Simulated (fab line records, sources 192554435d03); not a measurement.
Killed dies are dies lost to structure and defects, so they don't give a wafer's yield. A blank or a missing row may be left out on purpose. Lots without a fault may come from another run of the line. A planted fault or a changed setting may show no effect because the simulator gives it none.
One fault seen from 2 desks | flow n5_finfet | each desk has only its own numbers; what lay behind them comes last

THE METROLOGY DESK
What the gauges read, lot by lot, whatever tool the lot ran on: means of the sampled wafers that have a number. A lot is out of limits, marked OUT, if its mean lies more than 4 standard deviations from the usual mean; the brackets give that distance.
Columns: A = M7_ILD_THK at N5_BEOL_M7_THK_MEAS_01, usual 154.9 nm
lot  | first seen here | A
L441 | day 8 19:19     | 152.6
L442 | day 8 23:53     | 154.6
L444 | day 9 15:08     | 155.9
L443 | day 9 15:26     | 155.5
L447 | day 10 19:56    | 155.0
L450 | day 11 05:25    | 156.3
L449 | day 11 05:53    | 155.0
L451 | day 11 08:13    | 156.4
L455 | day 13 11:17    | 156.9
L456 | day 13 12:20    | 154.8
L457 | day 13 16:31    | 156.2
L463 | day 15 02:04    | 154.6
This desk's finding: nothing out of limits on any of the 12 lots.

THE TOOL OWNER'S DESK: litho_track-05
The tool's own readings at N5_BEOL_M7_COAT_05 (resist thk 90 nm): means of the sampled wafers that have a number, for each lot that ran on this tool. A lot is out of limits, marked OUT, if its mean lies more than 4 standard deviations from the usual mean; the brackets give that distance.
Columns: A = spin_speed_rpm at N5_BEOL_M7_COAT_05, usual 1500.0 rpm
lot  | first seen here | A
L449 | day 11 06:19    | 1500.4
L455 | day 13 11:58    | 1400.4 (-91) OUT
L457 | day 13 18:11    | 1400.6 (-90) OUT
This desk's finding: out of limits on L455, L457; first on L455, day 13 11:58 (spin_speed_rpm at N5_BEOL_M7_COAT_05). In limits: L449.

PUT TOGETHER
The tool owner's desk could have raised an alarm at day 13 11:58, on L455, L457.
The metrology desk saw nothing out of limits.
The metrology desk has L455, L457 on record, within its limits.
Of the lots named, all ran N5_BEOL_M7_COAT_05 on litho_track-05.

WHAT THE SIMULATOR HAD PUT IN
Process parameter drift: litho_track-05, from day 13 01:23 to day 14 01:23, at N5_BEOL_M7_COAT_05. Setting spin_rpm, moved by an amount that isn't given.
Lots struck among those shown: L455, L457.
Hours from the fault's start to each desk's first reading out of limits: the tool owner's desk, 11.
